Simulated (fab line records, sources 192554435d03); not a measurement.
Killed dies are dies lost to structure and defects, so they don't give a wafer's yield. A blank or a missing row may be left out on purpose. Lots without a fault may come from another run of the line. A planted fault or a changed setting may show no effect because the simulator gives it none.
One fault seen from 2 desks | flow n5_finfet | each desk has only its own numbers; what lay behind them comes last

THE METROLOGY DESK
What the gauges read, lot by lot, whatever tool the lot ran on: means of the sampled wafers that have a number. A lot is out of limits, marked OUT, if its mean lies more than 4 standard deviations from the usual mean; the brackets give that distance.
Columns: A = cd_nm at N5_BEOL_M10_CD_MEAS_18, usual 70.1 nm
lot  | first seen here | A
L883 | day 9 19:09     | 70.1
L884 | day 10 02:26    | 70.3
L886 | day 10 08:57    | 70.4
L889 | day 11 10:55    | 71.0
L890 | day 11 21:26    | 70.1
L891 | day 12 04:53    | 69.8
L897 | day 14 11:28    | 70.9
L899 | day 14 15:35    | 68.8
L906 | day 15 21:14    | 69.9
L905 | day 16 00:11    | 69.6
This desk's finding: nothing out of limits on any of the 10 lots.

THE TOOL OWNER'S DESK: rie_diel-04
The tool's own readings at N5_BEOL_M10_TRENCH_ETCH_37 (etches SiCOH lowk in C4F6/O2, target depth 148.83 nm, time 48 s): means of the sampled wafers that have a number, for each lot that ran on this tool. A lot is out of limits, marked OUT, if its mean lies more than 4 standard deviations from the usual mean; the brackets give that distance.
Columns: A = bias_w at N5_BEOL_M10_TRENCH_ETCH_37, usual 185.0 W; B = drypump_motor_current_A at N5_BEOL_M10_TRENCH_ETCH_37, usual 6.1 A; C = oes_ar_750_au at N5_BEOL_M10_TRENCH_ETCH_37, usual 0.81 a.u.; D = oes_product_au at N5_BEOL_M10_TRENCH_ETCH_37, usual 0.81 a.u.; E = rf_vpp_V at N5_BEOL_M10_TRENCH_ETCH_37, usual 664 V; F = showerhead_plenum_p_Torr at N5_BEOL_M10_TRENCH_ETCH_37, usual 2.85 Torr; G = throttle_valve_pct at N5_BEOL_M10_TRENCH_ETCH_37, usual 20.81 %
lot  | first seen here | A                | B   | C    | D    | E   | F    | G
L883 | day 9 20:09     | 184.8            | 6.2 | 0.72 | 0.72 | 666 | 2.82 | 20.86
L884 | day 10 04:37    | 185.3            | 6.3 | 0.72 | 0.71 | 673 | 2.86 | 20.71
L886 | day 10 11:50    | 184.7            | 6.3 | 0.72 | 0.71 | 673 | 2.86 | 20.72
L889 | day 11 12:05    | 185.3            | 6.4 | 0.71 | 0.71 | 669 | 2.81 | 20.88
L890 | day 12 00:26    | 185.6            | 6.5 | 0.69 | 0.67 | 658 | 2.83 | 21.02
L897 | day 14 14:21    | 194.5 (+17) OUT  | 6.3 | 0.93 | 0.92 | 680 | 2.81 | 20.67
L899 | day 14 16:32    | 189.8 (+8.4) OUT | 6.3 | 0.92 | 0.94 | 675 | 2.86 | 20.55
This desk's finding: out of limits on L897, L899; first on L897, day 14 14:21 (bias_w at N5_BEOL_M10_TRENCH_ETCH_37). In limits: L883, L884, L886, L889, L890.

PUT TOGETHER
The tool owner's desk could have raised an alarm at day 14 14:21, on L897, L899.
The metrology desk saw nothing out of limits.
The metrology desk has L897, L899 on record, within its limits.
Of the lots named, all ran N5_BEOL_M10_TRENCH_ETCH_37 on rie_diel-04.

WHAT THE SIMULATOR HAD PUT IN
Process parameter drift: rie_diel-04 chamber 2, from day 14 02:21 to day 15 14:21, at N5_BEOL_M10_TRENCH_ETCH_37. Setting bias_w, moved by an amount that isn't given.
Lots struck among those shown: L897, L899.
Hours from the fault's start to each desk's first reading out of limits: the tool owner's desk, 12.
